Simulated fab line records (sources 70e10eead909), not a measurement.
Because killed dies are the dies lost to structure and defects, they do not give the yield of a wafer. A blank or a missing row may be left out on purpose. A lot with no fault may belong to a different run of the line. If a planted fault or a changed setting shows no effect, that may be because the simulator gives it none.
Matching of chambers || flow nand-harc || NHARC_A_STAIRCASE_CMP_152 on cmp-02 has 4 sister chambers
The step polishes. 14 wafers are shown with their chamber, then 7 later ones without.

## WAFERS WITH THEIR CHAMBER
{"wafer": "L611.4", "chamber": 3, "motor-current-A (A)": 11.9}
{"wafer": "L611.5", "chamber": 0, "motor-current-A (A)": 13.0}
{"wafer": "L611.6", "chamber": 3, "motor-current-A (A)": 12.2}
{"wafer": "L612.1", "chamber": 2, "motor-current-A (A)": 10.9}
{"wafer": "L612.5", "chamber": 3, "motor-current-A (A)": 12.7}
{"wafer": "L612.6", "chamber": 2, "motor-current-A (A)": 10.9}
{"wafer": "L620.4", "chamber": 1, "motor-current-A (A)": 10.4}
{"wafer": "L620.5", "chamber": 3, "motor-current-A (A)": 12.3}
{"wafer": "L620.6", "chamber": 2, "motor-current-A (A)": 11.1}
{"wafer": "L626.4", "chamber": 1, "motor-current-A (A)": 10.0}
{"wafer": "L626.5", "chamber": 0, "motor-current-A (A)": 13.1}
{"wafer": "L626.6", "chamber": 3, "motor-current-A (A)": 12.0}
{"wafer": "L632.3", "chamber": 2, "motor-current-A (A)": 11.4}
{"wafer": "L632.4", "chamber": 3, "motor-current-A (A)": 12.5}

SIGNATURES, as means of the wafers listed above
{"reading": "motor-current-A", "chamber 0": 13.050, "chamber 1": 10.200, "chamber 2": 11.075, "chamber 3": 12.267, "scatter within a chamber": 0.266}
Rule: for each reading, subtract the chamber's mean from the wafer's reading, divide by that reading's scatter and square the result; add these up over the readings and take the root, which gives the wafer's distance from the chamber. If the next closest chamber is less than 2 further off than the closest, the wafer can't be placed; otherwise it belongs to the closest. The scatter is the square root of a quotient: the sum, over the shown wafers, of each reading's squared deviation from its chamber's mean, divided by wafers minus chambers.

## WAFERS WHOSE CHAMBER IS MISSING
{"wafer": "L632.6", "motor-current-A (A)": 12.1}
{"wafer": "L631.1", "motor-current-A (A)": 10.9}
{"wafer": "L631.2", "motor-current-A (A)": 11.9}
{"wafer": "L631.4", "motor-current-A (A)": 12.6}
{"wafer": "L634.1", "motor-current-A (A)": 11.5}
{"wafer": "L634.2", "motor-current-A (A)": 13.8}
{"wafer": "L634.4", "motor-current-A (A)": 10.0}

## THE CHAMBER EACH PASSED THROUGH
{"wafer": "L632.6", "from the rows above": 3, "in truth": 3}
{"wafer": "L631.1", "from the rows above": "can't be placed: 2 or 1", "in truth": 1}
{"wafer": "L631.2", "from the rows above": "can't be placed: 3 or 2", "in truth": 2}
{"wafer": "L631.4", "from the rows above": "can't be placed: 3 or 0", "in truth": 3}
{"wafer": "L634.1", "from the rows above": "can't be placed: 2 or 3", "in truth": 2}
{"wafer": "L634.2", "from the rows above": 0, "in truth": 0}
{"wafer": "L634.4", "from the rows above": 1, "in truth": 1}
Correctly placed: 3 of 7. From these rows, 4 cannot be placed; in 4 the true chamber is one of the candidates. Placed wrongly: 0.
